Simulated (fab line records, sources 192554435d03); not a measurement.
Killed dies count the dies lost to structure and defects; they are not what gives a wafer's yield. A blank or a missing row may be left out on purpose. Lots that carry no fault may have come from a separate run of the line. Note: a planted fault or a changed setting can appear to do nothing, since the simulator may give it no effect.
fab line records	flow n5-finfet
record: lots: 11	wafers: 33	last-day: 19
route steps=1938 shown GATE_CUT@498 TV_LITHO@1884 PASSIVATION@1926
lots with no fault: from the same line, run without faults
start-h: hours from the record's opening day to when the first of the lot's shown wafers began	wait-h: hours since the lot's step before	" the same as in the row above	L1.1+2: one row covering several wafers at once	- value missing, or start not given	* or withheld: withheld	< > ~ a bound
route shown NAME@n: NAME is a module with steps in the file, n the number in the route of the first one	usual: the fault-free wafers' mean and standard deviation	same: alike in all rows	chamber/n: place in a boat	sites: each site's reading	_std_site: how widely they spread, as a standard deviation	_edge_site: mean of outer sites minus mean of inner sites	radius-mm: for every site, how far away it sits from the centre of the wafer	mask NAME#n: copy n	behind: the tool/chamber that last shaped the wafer	hold: cause of the lot's hold/its duration in hours/its outcome	device: the n, p or np transistor that did not switch	end of line: tests run on the same wafers once the route is complete	a step without rows: its recipe alone	killed: not the wafer's yield, but the dies lost to structure and defects at the first sort	map: per-die view of a wafer (x killed, . not killed, _ where there is no die)
set.NAME: setting as actually run; set.NAME@STEP: the setting as run at that earlier step	model.NAME: the simulator's own value behind a step, which no gauge read
steps of the route over a sample of lots; a table a step, a row a wafer
services: when a tool's chamber went out of use (start-h, in hours from the record's first day, below 0 if earlier), for how many hours, and the reason
== steps ==
step: N5_GATE_CUT_STRIP_42
recipe: chemistry: O2	power-w: 400	temp-c: 40	pressure-mtorr: 30	rf-frequency-hz: 6e+07	bias-power-w: 0	overash-fraction: 0.3	o2-flow-sccm: 225
usual: drypump-motor-current-A: 5.9/0.74	o2-flow-sccm: 225.0/0.65	oes-product-au: 0.76/0.084	rf-vpp-V: 3.6/0.46	showerhead-plenum-p-Torr: 2.09/0.093	throttle-valve-pct: 16.74/0.19
same: overash-fraction: 0.3
lot.wafer	tool	chamber	start-h	wait-h	drypump-motor-current-A	o2-flow-sccm	oes-product-au	rf-hours-counter-h	rf-vpp-V	showerhead-plenum-p-Torr	throttle-valve-pct
L641.1	rie-diel-05	3	88.45	0.0	4.9	225.0	0.65	248	3.6	1.98	17.05
L641.3	"	2	"	"	5.3	225.9	0.72	180	4.0	2.16	16.64
L641.5	"	1	"	"	6.7	224.6	0.76	-	4.6	2.00	16.66
L642.2	rie-diel-05	2	94.47	0.0	5.3	225.0	0.72	183	3.2	2.16	16.64
L642.4	"	0	"	"	6.7	225.3	0.71	-	3.1	1.99	16.96
L642.5	"	2	"	"	5.3	224.5	0.71	-	3.8	2.16	16.67
L644.2	rie-diel-06	3	104.91	0.0	5.4	224.0	0.76	153	3.9	2.08	16.63
L644.4	"	2	"	"	6.5	225.0	0.68	243	4.2	2.06	16.68
L644.5	"	3	"	"	5.5	224.1	0.75	-	3.6	2.08	16.64
L645.1	rie-diel-05	0	109.19	0.0	6.7	225.1	0.71	180	2.9	1.99	16.97
L645.3	"	2	"	"	5.3	224.9	0.71	189	3.7	2.16	16.66
L645.5	"	2	"	"	5.3	225.3	0.72	-	3.3	2.16	16.67
L646.1	rie-diel-06	2	115.26	0.0	6.5	224.3	0.68	246	4.3	2.06	16.67
L646.2	"	0	"	"	6.4	225.6	0.86	53	4.3	2.21	16.37
L646.6	"	3	"	"	5.5	225.4	0.75	-	4.2	2.08	16.63
L647.2	rie-diel-05	0	120.55	0.0	6.7	225.2	0.70	184	4.1	1.99	16.98
L647.3	"	2	"	"	5.3	226.0	0.71	193	3.4	2.16	16.68
L647.4	"	0	"	"	6.7	224.9	0.71	-	3.4	1.99	16.98
L650.1	rie-diel-05	2	136.79	0.0	5.3	223.8	0.71	198	4.4	2.16	16.69
L650.2	"	3	"	"	4.9	224.4	0.96	5	3.8	2.24	16.61
L650.4	"	0	"	"	6.7	224.9	0.70	190	3.7	1.98	17.00
L651.1	rie-diel-06	3	143.28	0.0	5.4	225.4	0.74	167	4.2	2.07	16.67
L651.2	"	0	"	"	6.4	224.7	0.84	63	3.4	2.21	16.36
L651.4	"	3	"	"	5.4	225.2	0.74	-	3.2	2.07	16.67
L659.2	rie-diel-01	0	196.70	0.0	5.0	223.6	0.77	165	3.2	2.18	16.95
L659.4	"	2	"	"	5.5	225.7	0.77	156	2.7	2.10	16.94
L659.6	"	2	"	"	5.6	225.6	0.75	-	3.3	2.10	16.95
L661.3	rie-diel-01	0	209.35	0.0	5.0	225.1	0.77	168	3.5	2.18	16.97
L661.4	"	1	"	"	5.2	226.0	0.68	236	3.8	2.14	16.65
L661.5	"	0	"	"	5.0	225.1	0.77	-	4.5	2.18	16.96
L664.1	rie-diel-05	0	233.28	0.0	6.7	224.1	0.68	224	3.7	1.97	17.05
L664.3	"	3	"	"	5.0	223.1	0.89	37	3.0	2.23	16.67
L664.6	"	0	"	"	6.7	225.5	0.67	-	3.4	1.97	17.06
step: N5_PASSIVATION_OVL_MEAS_60
recipe: points-per-wafer: 44
usual: TV_OVL: -1/5
lot.wafer	tool	chamber	start-h	wait-h	TV_OVL[nm]
L641.1	overlay-01	0	241.67	0.0	1
L641.3	"	0	"	"	-6
L641.5	"	0	"	"	-3
L642.2	overlay-02	0	250.65	0.0	-3
L642.4	"	0	"	"	-9
L642.5	"	0	"	"	-8
L644.2	overlay-01	0	252.95	0.0	5
L644.4	"	0	"	"	-4
L644.5	"	0	"	"	-5
L645.1	overlay-01	0	259.08	0.0	-2
L645.3	"	0	"	"	3
L645.5	"	0	"	"	-3
L646.1	overlay-02	0	265.78	0.0	-8
L646.2	"	0	"	"	2
L646.6	"	0	"	"	4
L647.2	overlay-01	0	272.59	0.0	-2
L647.3	"	0	"	"	6
L647.4	"	0	"	"	1
L650.1	overlay-02	0	288.50	0.0	2
L650.2	"	0	"	"	-3
L650.4	"	0	"	"	-2
L651.1	overlay-01	0	288.76	0.0	-5
L651.2	"	0	"	"	-3
L651.4	"	0	"	"	-3
L661.3	overlay-01	0	389.13	0.0	4
L661.4	"	0	"	"	4
L661.5	"	0	"	"	6
L659.2	overlay-01	0	413.92	0.0	4
L659.4	"	0	"	"	6
L659.6	"	0	"	"	-3
L664.1	overlay-02	0	439.69	0.0	1
L664.3	"	0	"	"	-2
L664.6	"	0	"	"	-6
step: N5_PASSIVATION_DESCUM_12
recipe: chemistry: O2	time-s: 7.9	source-power-w: 50	bias-power-w: 20	pressure-mtorr: 20	rf-frequency-hz: 2.712e+07	temp-c: 40	o2-flow-sccm: 225
usual: drypump-motor-current-A: 5.7/0.65	o2-flow-sccm: 225.0/0.7	oes-product-au: 0.76/0.079	rf-vpp-V: 243.2/1.3	showerhead-plenum-p-Torr: 2.09/0.069	throttle-valve-pct: 20.41/0.25
lot.wafer	tool	chamber	start-h	wait-h	drypump-motor-current-A	o2-flow-sccm	oes-product-au	rf-hours-counter-h	rf-vpp-V	showerhead-plenum-p-Torr	throttle-valve-pct
L641.1	rie-diel-05	0	241.73	0.0	6.7	224.7	0.68	228	240.4	1.97	20.76
L641.3	"	1	"	"	6.7	224.8	0.72	183	242.2	1.98	20.50
L641.5	"	1	"	"	6.7	225.7	0.71	-	240.2	1.98	20.52
L642.2	rie-diel-05	3	250.79	0.1	5.0	224.8	0.86	45	245.3	2.22	20.47
L642.4	"	2	"	"	5.3	223.7	0.68	229	243.5	2.14	20.44
L642.5	"	3	"	"	5.0	225.7	0.86	-	244.5	2.22	20.46
L644.2	rie-diel-06	3	253.01	0.0	5.4	225.0	0.72	193	242.4	2.06	20.39
L644.4	"	2	"	"	6.5	224.7	0.87	25	240.8	2.04	20.04
L644.5	"	1	"	"	5.4	223.9	0.71	-	242.1	2.07	20.55
L645.1	rie-diel-05	2	259.41	0.3	5.3	224.1	0.68	231	245.0	2.14	20.45
L645.3	"	1	"	"	6.7	225.3	0.71	188	242.5	1.98	20.52
L645.5	"	0	"	"	6.7	225.1	0.67	-	242.3	1.97	20.78
L646.1	rie-diel-06	2	265.84	0.0	6.5	226.0	0.86	29	242.0	2.04	20.05
L646.2	"	0	"	"	6.4	224.6	0.80	97	243.8	2.19	20.12
L646.6	"	2	"	"	6.5	225.4	0.86	-	241.6	2.04	20.04
L647.2	rie-diel-05	1	272.70	0.1	6.7	225.1	0.71	191	242.9	1.97	20.52
L647.3	"	2	"	"	5.3	224.4	0.68	234	244.3	2.14	20.44
L647.4	"	3	"	"	4.9	224.4	0.88	49	246.2	2.22	20.47
L650.1	rie-diel-01	0	288.56	0.0	5.0	225.3	0.74	196	243.1	2.17	20.77
L650.2	"	2	"	"	5.6	224.2	0.73	188	242.6	2.09	20.76
L650.4	"	3	"	"	4.7	224.7	0.99	1	241.7	2.07	20.52
L651.1	rie-diel-06	2	288.83	0.0	6.5	225.2	0.85	36	241.9	2.04	20.05
L651.2	"	1	"	"	5.4	224.8	0.71	218	243.1	2.07	20.54
L651.4	"	3	"	"	5.5	224.3	0.72	204	243.8	2.06	20.41
L661.3	rie-diel-06	2	389.18	0.0	6.5	224.3	0.81	62	242.4	2.03	20.09
L661.4	"	1	"	"	5.4	224.9	0.68	243	243.5	2.06	20.60
L661.5	"	2	"	"	6.5	226.1	0.81	-	242.5	2.03	20.09
L659.2	rie-diel-01	3	414.11	0.2	4.7	224.0	0.88	36	240.4	2.06	20.56
L659.4	"	1	"	"	5.2	225.4	0.89	38	244.5	2.12	20.12
L659.6	"	0	"	"	5.0	226.0	0.72	-	245.0	2.16	20.84
L664.1	rie-diel-06	2	439.84	0.1	6.5	225.3	0.80	77	242.3	2.02	20.11
L664.3	"	0	"	"	6.3	225.2	0.75	144	244.8	2.17	20.20
L664.6	"	0	"	"	6.4	225.7	0.75	-	245.1	2.17	20.21
step: N5_PASSIVATION_OVL_MEAS_66
recipe: points-per-wafer: 44
usual: PASS_OPEN_OVL: -1/6.1
lot.wafer	tool	chamber	start-h	wait-h	PASS_OPEN_OVL[nm]
L641.1	overlay-02	0	245.94	0.0	7
L641.3	"	0	"	"	7
L641.5	"	0	"	"	-1
L642.2	overlay-01	0	255.46	0.0	-5
L642.4	"	0	"	"	-6
L642.5	"	0	"	"	-3
L644.2	overlay-01	0	257.67	0.0	4
L644.4	"	0	"	"	-4
L644.5	"	0	"	"	-5
L645.1	overlay-02	0	262.83	0.0	-8
L645.3	"	0	"	"	-6
L645.5	"	0	"	"	-7
L646.1	overlay-02	0	269.47	0.0	-9
L646.2	"	0	"	"	-4
L646.6	"	0	"	"	4
L647.2	overlay-02	0	276.46	0.0	-6
L647.3	"	0	"	"	-8
L647.4	"	0	"	"	-7
L650.1	overlay-01	0	292.06	0.0	1
L650.2	"	0	"	"	-4
L650.4	"	0	"	"	-13
L651.1	overlay-01	0	292.39	0.0	-3
L651.2	"	0	"	"	-10
L651.4	"	0	"	"	-4
L661.3	overlay-02	0	392.96	0.0	15
L661.4	"	0	"	"	0
L661.5	"	0	"	"	7
L659.2	overlay-01	0	417.49	0.0	2
L659.4	"	0	"	"	3
L659.6	"	0	"	"	8
L664.1	overlay-01	0	443.38	0.0	0
L664.3	"	0	"	"	-1
L664.6	"	0	"	"	7
step: N5_PASSIVATION_PROBE_49
usual: defect-limited-yield: 91.0/1.5	killed_at_M0_to_M3: 32/9.6	killed_at_M4_up: 13/4.7	killed-at-contacts: 13/7.2	killed-at-front-end: 44/13	killed-at-other: 4/3.4	killed-dies: 106/18	killed-open: 70/13	killed-short: 35/8	sort_bin_5_function: 5.3/0.97	sort_bin_6_memory: 3.4/0.73	sort_bin_8_speed: 0.00/0.036	sort-n-pass: 1074/18	sort-yield-pct: 91.0/1.5
same: gross-dies: 1180	killed-at-back-side: 0	sort_bin_4_leakage[%]: 0
lot.wafer	tool	chamber	start-h	wait-h	defect-limited-yield[%]	killed_at_M0_to_M3	killed_at_M4_up	killed-at-contacts	killed-at-front-end	killed-at-other	killed-dies	killed-open	killed-short	sort_bin_5_function[%]	sort_bin_6_memory[%]	sort_bin_8_speed[%]	sort-n-pass	sort-yield-pct[%]
L641.1	prober-01	-	249.84	0.0	90.9	24	11	1	61	10	107	57	49	5.8	2.9	0	1073	90.9
L641.3	prober-01	-	249.94	0.1	91.9	46	15	3	27	4	95	67	28	5.0	2.7	0	1085	91.9
L641.5	prober-01	-	250.04	0.2	91.8	31	19	5	33	9	97	61	36	4.3	3.5	0	1083	91.8
L642.2	prober-01	-	258.65	0.1	90.3	38	14	19	44	0	115	74	41	5.3	3.9	0	1065	90.3
L642.4	prober-01	-	258.75	0.2	92.5	27	10	12	37	3	89	57	30	3.9	3.4	0	1091	92.5
L642.5	prober-01	-	258.80	0.2	93.0	19	13	15	35	1	83	65	18	3.6	3.2	0	1097	93.0
L645.1	prober-01	-	266.01	0.0	89.3	49	9	16	43	9	126	76	47	6.1	4.1	0	1054	89.3
L645.3	prober-01	-	266.11	0.1	89.3	43	11	20	37	15	126	80	46	6.3	3.9	0	1054	89.3
L645.5	prober-01	-	266.21	0.2	93.7	22	10	4	34	4	74	48	25	4.4	1.6	0	1106	93.7
L650.1	prober-01	-	295.16	0.0	92.4	21	11	10	41	7	90	56	32	4.3	3.0	0	1090	92.4
L650.2	prober-01	-	295.21	0.1	91.3	21	7	8	65	2	103	72	29	4.7	3.8	0	1077	91.3
L650.4	prober-01	-	295.31	0.2	84.2	23	9	5	146	3	186	39	27	10.4	3.3	0.42	989	83.8
L651.1	prober-02	-	296.23	0.3	89.7	34	13	29	46	0	122	81	41	6.5	3.6	0	1058	89.7
L661.3	prober-01	-	396.16	0.1	89.8	28	13	4	59	16	120	69	49	5.7	4.0	0	1060	89.8
L659.6	prober-01	-	421.06	0.3	87.6	49	20	12	58	7	146	98	48	6.5	5.4	0	1034	87.6
killed by level:class
L641.1 FIN_SAQP:geometric-particle:short=25 FIN_SAQP:geometric-particle:open=23 BEOL_M0_SAQP:geometric-particle:open=6 BEOL_M0_SAQP:geometric-particle:short=5 BEOL_M1:geometric-particle:open=5 GATE_CUT:geometric-particle:short=4 STI_FIN_REVEAL:geometric-particle:open=3 BEOL_M1:geometric-particle:short=3
L641.3 BEOL_M2:geometric-particle:open=13 FIN_SAQP:geometric-particle:open=8 BEOL_M1:geometric-particle:open=8 BEOL_M0_SAQP:geometric-particle:short=7 BEOL_M3:geometric-particle:open=7 BEOL_M7:geometric-particle:open=6 FIN_SAQP:geometric-particle:short=4 STI_FIN_REVEAL:geometric-particle:open=4
L641.5 BEOL_M4:geometric-particle:open=9 FIN_SAQP:geometric-particle:open=8 GATE_CUT:geometric-particle:short=7 BEOL_M2:geometric-particle:open=5 BEOL_M1:geometric-particle:open=5 BEOL_M3:geometric-particle:open=5 DUMMY_GATE:geometric-particle:open=4 MOL_CONTACT_COAG:geometric-particle:open=4
L642.2 FIN_SAQP:geometric-particle:short=14 MOL_CONTACT_COAG:geometric-particle:open=14 BEOL_M4:geometric-particle:open=10 BEOL_M2:geometric-particle:open=8 FIN_SAQP:geometric-particle:open=7 BEOL_M3:geometric-particle:open=7 GATE_CUT:geometric-particle:short=6 BEOL_M1:geometric-particle:open=6
L642.4 BEOL_M2:geometric-particle:open=15 MOL_CONTACT_COAG:geometric-particle:open=7 STI_FIN_REVEAL:geometric-particle:open=6 FIN_SAQP:geometric-particle:open=6 BEOL_M3:geometric-particle:open=6 MOL_CONTACT_COAG:geometric-particle:short=5 STARTING-WAFER:geometric-particle:short=5 FIN_SAQP:geometric-particle:short=4
L642.5 MOL_CONTACT_COAG:geometric-particle:open=13 FIN_SAQP:geometric-particle:open=12 BEOL_M4:geometric-particle:open=9 FIN_SAQP:geometric-particle:short=8 BEOL_M3:geometric-particle:open=8 BEOL_M2:geometric-particle:open=6 STI_FIN_REVEAL:geometric-particle:open=3 DUMMY_GATE:geometric-particle:open=3
L645.1 BEOL_M0_SAQP:geometric-particle:open=13 BEOL_M0_SAQP:geometric-particle:short=11 BEOL_M3:geometric-particle:open=10 FIN_SAQP:geometric-particle:short=9 MOL_CONTACT_COAG:geometric-particle:open=9 STI_FIN_REVEAL:geometric-particle:open=8 MOL_CONTACT_COAG:geometric-particle:short=7 BEOL_M2:geometric-particle:open=7
L645.3 MOL_CONTACT_COAG:geometric-particle:open=15 BEOL_M0_SAQP:geometric-particle:open=12 FIN_SAQP:geometric-particle:open=11 STI_FIN_REVEAL:geometric-particle:open=9 BEOL_M0_SAQP:geometric-particle:short=9 BEOL_M3:geometric-particle:open=9 FIN_SAQP:geometric-particle:short=8 BEOL_M4:geometric-particle:open=7
L645.5 STI_FIN_REVEAL:geometric-particle:open=7 BEOL_M0_SAQP:geometric-particle:open=7 BEOL_M2:geometric-particle:open=6 STI_FIN_REVEAL:geometric-particle:short=4 GATE_CUT:geometric-particle:short=4 GATE_CUT:geometric-particle:open=4 MOL_CONTACT_COAG:geometric-particle:open=4 BEOL_M0_SAQP:geometric-particle:short=4
L650.1 STI_FIN_REVEAL:geometric-particle:open=13 MOL_CONTACT_COAG:geometric-particle:open=10 FIN_SAQP:geometric-particle:open=9 BEOL_M0_SAQP:geometric-particle:short=8 GATE_CUT:geometric-particle:short=5 BEOL_M4:geometric-particle:open=5 BEOL_M0_SAQP:geometric-particle:open=4 BEOL_M2:geometric-particle:open=4
L650.2 STI_FIN_REVEAL:geometric-particle:open=32 FIN_SAQP:geometric-particle:short=8 STI_FIN_REVEAL:geometric-particle:short=8 MOL_CONTACT_COAG:geometric-particle:open=7 BEOL_M2:geometric-particle:open=6 FIN_SAQP:geometric-particle:open=5 BEOL_M1:geometric-particle:open=5 STARTING-WAFER:geometric-particle:short=4
L650.4 GATE_CUT:unspecified=120 FIN_SAQP:geometric-particle:open=6 BEOL_M2:geometric-particle:open=6 FIN_SAQP:geometric-particle:short=4 GATE_CUT:geometric-particle:short=4 GATE_CUT:geometric-particle:open=4 BEOL_M0_SAQP:geometric-particle:short=4 BEOL_M4:geometric-particle:open=4
L651.1 MOL_CONTACT_COAG:geometric-particle:open=25 FIN_SAQP:geometric-particle:short=15 FIN_SAQP:geometric-particle:open=13 BEOL_M4:geometric-particle:open=10 BEOL_M0_SAQP:geometric-particle:open=10 BEOL_M0_SAQP:geometric-particle:short=9 BEOL_M3:geometric-particle:open=9 STARTING-WAFER:geometric-particle:short=7
L661.3 FIN_SAQP:geometric-particle:open=17 FIN_SAQP:geometric-particle:short=12 GATE_CUT:geometric-particle:short=11 BEOL_M1:geometric-particle:open=9 STI_FIN_REVEAL:geometric-particle:open=5 BEOL_M5:geometric-particle:open=5 PASS1_DEP:geometric-particle:short=5 MIM_TOP_ETCH:geometric-particle:short=5
L659.6 FIN_SAQP:geometric-particle:open=21 BEOL_M0_SAQP:geometric-particle:short=18 BEOL_M0_SAQP:geometric-particle:open=15 FIN_SAQP:geometric-particle:short=12 BEOL_M4:geometric-particle:open=11 MOL_CONTACT_COAG:geometric-particle:open=11 STI_FIN_REVEAL:geometric-particle:open=10 BEOL_M3:geometric-particle:open=9
== services ==
tool	chamber	start-h	hours	kind
rie-diel-06	-	78.44	14.6	pm
rie-diel-05	3	93.56	-	clean
rie-diel-05	3	93.56	-	consumable-replace:focus-ring
rie-diel-05	3	93.56	-	consumable-replace:showerhead
rie-diel-05	3	93.56	27.5	scheduled-down
rie-diel-05	3	93.56	27.5	vent-cycle
rie-diel-05	2	167.42	14.2	repair
rie-diel-06	-	168.33	28.1	pm
rie-diel-05	-	253.99	4.3	pm
rie-diel-05	-	284.08	2.4	repair
rie-diel-01	1	294.48	7.1	repair
rie-diel-05	-	295.14	2.8	pm
rie-diel-05	-	320.91	14.6	pm
rie-diel-05	0	348.78	2.5	repair
rie-diel-06	3	349.43	8.6	repair
rie-diel-05	0	357.79	-	clean
rie-diel-05	0	357.79	-	consumable-replace:focus-ring
rie-diel-05	0	357.79	-	consumable-replace:showerhead
rie-diel-05	0	357.79	13.4	scheduled-down
rie-diel-01	0	362.90	12.3	repair
rie-diel-05	1	368.33	8.1	repair
rie-diel-06	1	418.76	6.1	repair
rie-diel-05	-	419.60	1.1	repair
rie-diel-05	-	437.45	0.5	repair
== key ==
first-sign: step: N5_PASSIVATION_PROBE_49	reading: killed-at-front-end	direction: up	sigmas: 7.6	usual: 44	struck: 146
effect: step: N5_PASSIVATION_PROBE_49	reading: defect-limited-yield	direction: down	sigmas: 4.4	usual: 91.0	struck: 84.2
more-kills-born-at: N5_GATE_CUT_STRIP_42@rie-diel-05: 120
met-at N5_GATE_CUT_STRIP_42
struck-lots L650
struck-wafers L650.4
not-acting-at N5_PASSIVATION_OVL_MEAS_60,N5_PASSIVATION_DESCUM_12,N5_PASSIVATION_OVL_MEAS_66
onset-between 120.55 136.79
fault: kind: chamber-particle-source	tool: rie-diel-05	chamber: 0	onset-h: 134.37	steps: N5_GATE_CUT_STRIP_42	rate-per-visit-cm2: 0.71986	end-h: 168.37
